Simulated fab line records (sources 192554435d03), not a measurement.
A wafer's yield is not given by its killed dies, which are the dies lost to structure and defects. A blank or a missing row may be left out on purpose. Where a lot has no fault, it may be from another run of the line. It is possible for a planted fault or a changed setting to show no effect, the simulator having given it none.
fab line records    flow n5_finfet
record: lots: 9  wafers: 27  last_day: 19
route steps=1938 shown BEOL_M11@1552
lots with no fault: from the same line, run without faults
start_h: hours from the record's first day to the start of the lot's first wafer shown    wait_h: how many hours have passed since the lot's step before this one    " the same as in the row above    L1.1+2: one row covering several wafers at once    - no value, or no start given    * or withheld: withheld    < > ~ a bound
route shown NAME@n: a module of which the file shows steps, and the number in the route of the first    usual: average and standard deviation across the fault-free wafers    same: alike in all rows    chamber/n: place in a boat    sites: the reading at each site    _std_site: standard deviation of those values    _edge_site: outer sites' mean less inner sites'    radius_mm: for every site, how far away it sits from the centre of the wafer    mask NAME#n: copy n    behind: the last tool/chamber to shape the wafer    hold: cause of the lot's hold/its duration in hours/its outcome    device: names the non-switching transistor (n, p or np)    end of line: at the end of the route, the tests of the same wafers    step lacking rows: just its recipe    killed: not the wafer's yield, but the dies lost to structure and defects at the first sort    map: a wafer's dies, x killed, . not, _ none there
set.NAME: the setting as run; set.NAME@STEP: as run at that earlier step    model.NAME: the simulator's own value behind a step, which no gauge read
the route's steps for a sample of lots (tables are steps, rows are wafers)
services: a tool's chamber out of use, with start hour (start_h, from the record's first day; less than 0 if before it), hours out, and reason
== steps ==
step: N5_BEOL_M11_DESCUM_16
recipe: chemistry: O2  time_s: 7.9  source_power_w: 50  bias_power_w: 20  pressure_mtorr: 20  rf_frequency_hz: 2.712e+07  temp_c: 40  resist: CAR-ArF  o2_flow_sccm: 225
usual: chamber_pressure_mTorr: 20.002/0.018  drypump_motor_current_A: 5.8/0.58  oes_product_au: 0.80/0.075  rf_vpp_V: 243.3/1.4  showerhead_plenum_p_Torr: 2.11/0.071  throttle_valve_pct: 20.44/0.18
lot.wafer  tool         chamber  start_h  wait_h  chamber_pressure_mTorr  drypump_motor_current_A  oes_product_au  rf_hours_counter_h  rf_vpp_V  showerhead_plenum_p_Torr  throttle_valve_pct
L932.2     rie_diel-04  2        254.15   0.0     20.000                  6.2                      0.75            152                 240.6     2.02                      20.69
L932.3     "            1        "        "       19.983                  5.9                      0.75            166                 243.8     2.17                      20.51
L932.5     "            2        "        "       20.006                  6.2                      0.75            -                   242.0     2.02                      20.67
L935.2     rie_diel-01  2        269.39   0.0     19.993                  4.9                      0.74            171                 243.3     2.00                      20.45
L935.4     "            1        "        "       20.006                  6.8                      0.78            -                   243.9     2.11                      20.39
L935.6     "            2        "        "       20.042                  4.9                      0.74            -                   240.1     2.00                      20.46
L934.1     rie_diel-04  0        286.18   0.0     19.982                  5.4                      0.89            44                  245.4     2.23                      20.28
L934.2     "            3        "        "       20.026                  5.8                      0.86            57                  244.1     2.13                      20.31
L934.5     "            3        "        "       20.009                  5.9                      0.86            -                   242.9     2.13                      20.33
L938.3     rie_diel-06  2        292.57   0.0     19.980                  6.6                      0.88            41                  245.2     2.12                      20.41
L938.5     "            3        "        "       19.994                  5.1                      0.69            -                   242.6     1.98                      20.85
L938.6     "            0        "        "       20.013                  6.3                      0.84            -                   243.2     2.12                      20.23
L946.2     rie_diel-06  1        341.83   0.0     19.975                  5.0                      0.70            247                 241.4     2.07                      20.60
L946.3     "            2        "        "       19.992                  6.6                      0.86            56                  243.6     2.12                      20.43
L946.5     "            0        "        "       20.013                  6.3                      0.84            -                   244.4     2.12                      20.25
L949.2     rie_diel-04  1        364.03   0.0     20.001                  5.9                      0.73            200                 243.8     2.16                      20.54
L949.5     "            0        "        "       20.005                  5.4                      0.86            -                   243.7     2.22                      20.30
L949.6     "            3        "        "       19.986                  5.9                      0.83            -                   241.4     2.12                      20.36
L951.2     rie_diel-04  3        369.08   0.0     19.974                  5.9                      0.82            81                  243.6     2.12                      20.36
L951.4     "            2        "        "       20.024                  6.2                      0.72            185                 241.6     2.01                      20.72
L951.6     "            2        "        "       20.018                  6.2                      0.71            -                   241.6     2.01                      20.72
L954.1     rie_diel-01  1        399.23   0.0     20.041                  6.8                      0.75            148                 243.3     2.10                      20.45
L954.3     "            2        "        "       20.020                  4.9                      0.69            211                 241.4     1.98                      20.50
L954.4     "            0        "        "       20.018                  5.5                      0.77            138                 243.4     2.10                      20.35
L955.2     rie_diel-06  2        404.66   0.0     20.003                  6.6                      0.82            81                  244.4     2.11                      20.47
L955.3     "            1        "        "       19.986                  4.9                      0.95            10                  243.3     2.06                      20.22
L955.5     "            2        "        "       20.006                  6.6                      0.83            -                   243.0     2.11                      20.48
step: N5_BEOL_M11_HM_OPEN_17
recipe: chemistry: Cl2/BCl3  target_depth_a: 200  overetch_a: 60  target: TiN  mask_material: SOC  ion_energy_ev: 150  pressure_mtorr: 10  icp_w: 1000  bias_w: 126  Cl2_flow_sccm: 53.25  bcl3_flow_sccm: 21.75  Ar_flow_sccm: 25
usual: bcl3_flow_sccm: 21.75/0.074  bias_w: 126.0/0.39  chamber_pressure_mTorr: 9.999/0.01  drypump_motor_current_A: 5.6/0.38  oes_product_au: 0.67/0.11  throttle_valve_pct: 22.13/0.22
lot.wafer  tool          chamber  start_h  wait_h  bcl3_flow_sccm  bias_w  chamber_pressure_mTorr  drypump_motor_current_A  oes_product_au  rf_hours_counter_h  throttle_valve_pct
L932.2     rie_metal-02  0        254.42   0.0     21.66           126.2   10.004                  5.3                      0.54            115                 21.98
L932.3     "             0        "        "       21.81           126.0   9.983                   5.3                      0.54            -                   21.99
L932.5     "             0        "        "       21.75           126.2   10.007                  5.3                      0.53            -                   21.99
L935.2     rie_metal-02  0        269.66   0.0     21.82           125.2   9.993                   5.3                      0.54            116                 21.99
L935.4     "             1        "        "       21.80           126.5   10.004                  5.8                      0.82            -                   21.93
L935.6     "             0        "        "       21.75           126.3   9.997                   5.3                      0.54            -                   22.01
L934.1     rie_metal-02  1        286.45   0.0     21.83           126.7   9.996                   5.8                      0.78            7                   21.92
L934.2     "             1        "        "       21.71           126.1   9.987                   5.8                      0.79            -                   21.94
L934.5     "             1        "        "       21.83           126.2   10.000                  5.8                      0.79            -                   21.91
L938.3     rie_metal-02  1        292.90   0.1     21.85           126.1   9.993                   5.8                      0.78            -                   21.95
L938.5     "             1        "        "       21.81           126.0   10.000                  5.8                      0.78            -                   21.94
L938.6     "             1        "        "       21.79           125.7   10.003                  5.8                      0.78            -                   21.95
L946.2     rie_metal-01  1        342.10   0.0     21.77           125.9   9.988                   6.1                      0.55            97                  22.22
L946.3     "             1        "        "       21.65           125.9   10.020                  6.1                      0.56            -                   22.24
L946.5     "             1        "        "       21.74           125.7   9.999                   6.2                      0.56            -                   22.24
L949.2     rie_metal-02  0        364.30   0.0     21.89           125.4   9.987                   5.3                      0.79            5                   21.83
L949.5     "             0        "        "       21.81           125.9   9.999                   5.3                      0.79            -                   21.84
L949.6     "             1        "        "       21.86           126.3   9.975                   5.8                      0.75            -                   21.94
L951.2     rie_metal-01  1        369.35   0.0     21.66           125.8   10.019                  6.1                      0.55            100                 22.25
L951.4     "             0        "        "       21.88           126.0   9.993                   5.1                      0.55            -                   22.48
L951.6     "             0        "        "       21.95           125.6   9.997                   5.1                      0.55            -                   22.48
L954.1     rie_metal-01  0        399.51   0.0     21.68           126.1   9.998                   5.1                      0.83            1                   22.35
L954.3     "             0        "        "       21.70           126.2   10.011                  5.1                      0.83            -                   22.36
L954.4     "             0        "        "       21.74           126.3   9.990                   5.1                      0.84            -                   22.34
L955.2     rie_metal-03  1        404.93   0.0     21.78           126.1   9.988                   5.2                      0.70            37                  21.92
L955.3     "             1        "        "       21.68           126.3   9.987                   5.2                      0.69            -                   21.91
L955.5     "             0        "        "       21.76           126.7   10.011                  5.4                      0.74            -                   22.23
step: N5_BEOL_M11_ETCH_65
recipe: chemistry: CF4  target: SiARC  target_depth_a: 390  mask_material: CAR-ArF  time_s: 65  ion_energy_ev: 80  pressure_mtorr: 40  source_w: 545  bias_w: 36  Ar_flow_sccm: 100  cf4_flow_sccm: 100  ends: cleared
usual: bias_w: 36.00/0.12  chamber_pressure_mTorr: 40.00/0.039  drypump_motor_current_A: 5.8/0.54  etch_rf_on_time_s: 64.7/1  oes_product_au: 0.68/0.061  rf_vpp_V: 184.3/1.2  showerhead_plenum_p_Torr: 2.16/0.07  throttle_valve_pct: 15.61/0.19
lot.wafer  tool         chamber  start_h  wait_h  bias_w  chamber_pressure_mTorr  drypump_motor_current_A  etch_rf_on_time_s  oes_product_au  rf_hours_counter_h  rf_vpp_V  showerhead_plenum_p_Torr  throttle_valve_pct
L932.2     rie_diel-04  3        255.66   0.0     36.10   39.99                   5.8                      64.2               0.74            50                  184.4     2.17                      15.42
L932.3     "            1        "        "       36.08   40.01                   5.9                      63.7               0.64            167                 184.9     2.22                      15.74
L932.5     "            3        "        "       36.08   40.02                   5.8                      64.6               0.74            -                   184.8     2.17                      15.42
L935.2     rie_diel-04  3        273.94   0.0     35.88   40.01                   5.8                      64.3               0.74            54                  183.5     2.17                      15.41
L935.4     "            1        "        "       36.04   39.97                   5.9                      63.6               0.63            172                 185.9     2.22                      15.76
L935.6     "            1        "        "       35.99   40.08                   5.9                      63.5               0.64            -                   187.2     2.22                      15.74
L934.1     rie_diel-01  0        288.55   0.0     36.03   40.00                   5.4                      64.7               0.69            105                 184.2     2.16                      15.51
L934.2     "            3        "        "       35.85   39.99                   5.4                      63.7               0.73            35                  185.2     2.10                      15.27
L934.5     "            1        "        "       36.01   39.99                   6.8                      65.1               0.67            -                   184.2     2.15                      15.55
L938.3     rie_diel-04  1        295.71   0.0     35.91   40.04                   5.9                      63.0               0.64            179                 186.3     2.22                      15.76
L938.5     "            2        "        "       35.95   40.06                   6.2                      65.5               0.64            -                   181.6     2.07                      15.83
L938.6     "            3        "        "       36.16   40.00                   5.9                      63.9               0.73            -                   182.9     2.17                      15.44
L946.2     rie_diel-06  0        343.70   0.0     36.09   39.95                   6.2                      63.9               0.71            78                  184.4     2.17                      15.42
L946.3     "            1        "        "       35.90   39.94                   4.9                      66.6               0.60            248                 184.1     2.11                      15.75
L946.5     "            0        "        "       36.01   40.01                   6.2                      63.7               0.71            -                   185.3     2.17                      15.43
L949.2     rie_diel-04  2        368.55   0.0     35.97   39.98                   6.2                      66.8               0.60            185                 183.8     2.06                      15.86
L949.5     "            0        "        "       36.13   40.05                   5.3                      65.0               0.73            -                   185.5     2.25                      15.42
L949.6     "            1        "        "       35.97   40.01                   5.9                      73.8               0.57            -                   184.9     2.21                      15.79
L951.2     rie_diel-04  3        370.84   0.0     35.89   40.01                   5.8                      65.0               0.71            81                  184.1     2.16                      15.48
L951.4     "            1        "        "       35.90   39.95                   5.9                      73.6               0.57            202                 184.9     2.21                      15.80
L951.6     "            1        "        "       36.08   40.00                   5.9                      73.2               0.57            -                   182.9     2.21                      15.81
L954.1     rie_diel-06  1        400.73   0.0     35.91   39.98                   4.9                      64.5               0.81            9                   182.3     2.10                      15.29
L954.3     "            2        "        "       36.03   39.98                   6.6                      64.0               0.71            79                  185.3     2.17                      15.65
L954.4     "            3        "        "       36.02   39.98                   5.1                      64.2               0.80            15                  185.1     2.27                      15.60
L955.2     rie_diel-01  0        406.60   0.0     36.05   40.10                   5.4                      64.1               0.66            139                 183.4     2.15                      15.58
L955.3     "            3        "        "       35.64   39.97                   5.4                      63.7               0.70            69                  183.5     2.09                      15.33
L955.5     "            0        "        "       36.18   39.95                   5.5                      64.0               0.66            -                   185.1     2.15                      15.57
step: N5_BEOL_M11_ETCH_41
recipe: chemistry: CH3F/O2  target: SiCN  target_depth_a: 426  taper_deg: 2  time_s: 86  ion_energy_ev: 120  mask_material: TiN  pressure_mtorr: 30  source_w: 395  bias_w: 75  Ar_flow_sccm: 150  CH3F_flow_sccm: 30  O2_flow_sccm: 20
usual: CH3F_flow_sccm: 30.00/0.091  bias_w: 74.97/0.22  chamber_pressure_mTorr: 30.002/0.027  drypump_motor_current_A: 5.8/0.54  oes_product_au: 0.80/0.071  rf_vpp_V: 297.7/1.6  showerhead_plenum_p_Torr: 2.02/0.069  throttle_valve_pct: 16.32/0.19
lot.wafer  tool         chamber  start_h  wait_h  CH3F_flow_sccm  bias_w  chamber_pressure_mTorr  drypump_motor_current_A  oes_product_au  rf_hours_counter_h  rf_vpp_V  showerhead_plenum_p_Torr  throttle_valve_pct
L932.2     rie_diel-04  1        -        -       30.10           74.96   29.939                  5.9                      0.75            167                 298.7     2.08                      16.45
L932.3     "            0        "        "       30.13           75.30   30.029                  5.4                      0.90            36                  299.8     2.13                      16.10
L932.5     "            0        "        "       30.04           74.93   30.000                  5.4                      0.91            -                   299.7     2.13                      16.10
L935.2     rie_diel-04  3        -        -       30.20           75.05   29.997                  5.8                      0.87            54                  298.7     2.03                      16.11
L935.4     "            1        "        "       30.14           75.19   29.977                  5.9                      0.75            173                 298.2     2.08                      16.45
L935.6     "            1        "        "       29.99           75.09   30.046                  5.9                      0.75            -                   297.9     2.08                      16.46
L934.1     rie_diel-01  0        -        -       30.01           74.78   30.007                  5.4                      0.80            105                 297.0     2.02                      16.22
L934.2     "            3        "        "       30.15           74.66   30.005                  5.4                      0.88            35                  295.6     1.96                      15.99
L934.5     "            1        "        "       29.96           74.77   29.985                  6.8                      0.78            -                   299.7     2.02                      16.28
L938.3     rie_diel-04  1        -        -       30.08           75.30   29.969                  5.9                      0.74            179                 298.4     2.08                      16.48
L938.5     "            2        "        "       29.90           75.19   29.999                  6.2                      0.74            -                   296.5     1.92                      16.53
L938.6     "            3        "        "       29.93           75.11   30.014                  5.8                      0.86            -                   297.2     2.02                      16.11
L946.2     rie_diel-06  0        -        -       29.87           74.61   30.012                  6.2                      0.83            78                  298.2     2.03                      16.16
L946.3     "            1        "        "       29.99           74.87   29.963                  4.9                      0.70            248                 297.6     1.97                      16.47
L946.5     "            0        "        "       29.90           74.61   29.996                  6.2                      0.84            -                   299.4     2.03                      16.14
L949.2     rie_diel-04  2        -        -       29.96           74.88   29.943                  6.2                      0.71            185                 294.7     1.92                      16.58
L949.5     "            0        "        "       30.02           75.16   29.989                  5.4                      0.86            -                   299.5     2.11                      16.17
L949.6     "            1        "        "       29.78           74.69   29.985                  5.9                      0.72            -                   299.7     2.07                      16.51
L951.2     rie_diel-04  3        -        -       29.98           75.08   30.048                  5.8                      0.82            81                  297.0     2.02                      16.19
L951.4     "            1        "        "       29.90           75.02   30.005                  5.9                      0.72            202                 299.3     2.07                      16.52
L951.6     "            1        "        "       29.91           74.70   29.948                  5.9                      0.72            -                   298.5     2.07                      16.53
L954.1     rie_diel-06  1        -        -       30.11           75.07   29.928                  5.0                      0.94            9                   296.6     1.96                      16.01
L954.3     "            2        "        "       29.89           75.09   30.004                  6.6                      0.83            80                  297.4     2.02                      16.40
L954.4     "            3        "        "       29.86           75.11   30.005                  5.1                      0.93            16                  300.6     2.13                      16.32
L955.2     rie_diel-01  0        -        -       30.02           75.01   29.973                  5.5                      0.76            139                 296.9     2.01                      16.29
L955.3     "            3        "        "       29.95           74.79   29.957                  5.3                      0.80            69                  296.1     1.95                      16.06
L955.5     "            0        "        "       29.95           74.93   30.023                  5.5                      0.76            -                   297.5     2.01                      16.27
== services ==
tool          chamber  start_h  hours  kind
rie_diel-01   2        247.70   9.1    repair
rie_diel-04   2        255.92   2.1    repair
rie_diel-01   3        261.33   9.2    repair
rie_metal-02  0        278.71   -      clean
rie_metal-02  0        278.71   33.9   scheduled_down
rie_metal-02  0        278.71   33.9   vent_cycle
rie_metal-01  1        285.68   20.6   repair
rie_diel-01   -        326.60   0.4    repair
rie_metal-02  -        331.56   0.9    repair
rie_diel-06   3        333.41   3.6    repair
rie_diel-06   3        337.04   -      clean
rie_diel-06   3        337.04   -      consumable_replace:focus_ring
rie_diel-06   3        337.04   -      consumable_replace:showerhead
rie_diel-06   3        337.04   15.9   scheduled_down
rie_diel-06   3        337.04   15.9   vent_cycle
rie_diel-01   -        344.99   2.8    pm
rie_diel-06   1        353.26   -      clean
rie_diel-06   1        353.26   -      consumable_replace:focus_ring
rie_diel-06   1        353.26   20.5   scheduled_down
rie_diel-06   1        353.26   20.5   vent_cycle
rie_metal-01  0        371.20   -      clean
rie_metal-01  0        371.20   17.2   scheduled_down
rie_diel-01   1        375.05   1.9    repair
rie_diel-06   3        387.37   2.9    repair
== key ==
first_sign: step: N5_BEOL_M11_ETCH_65  reading: etch_rf_on_time_s  direction: up  sigmas: 8.6  usual: *  struck: *
effect none on later readings
met_at N5_BEOL_M11_ETCH_65
struck_lots L949,L951
struck_wafers L949.6,L951.4,L951.6
not_acting_at N5_BEOL_M11_DESCUM_16,N5_BEOL_M11_HM_OPEN_17,N5_BEOL_M11_ETCH_41
onset_between 295.71 368.55
fault: kind: process_parameter_drift  tool: rie_diel-04  chamber: 1  onset_h: 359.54  steps: N5_BEOL_M11_ETCH_65  channel: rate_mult  offset: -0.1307  shape: step  end_h: 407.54
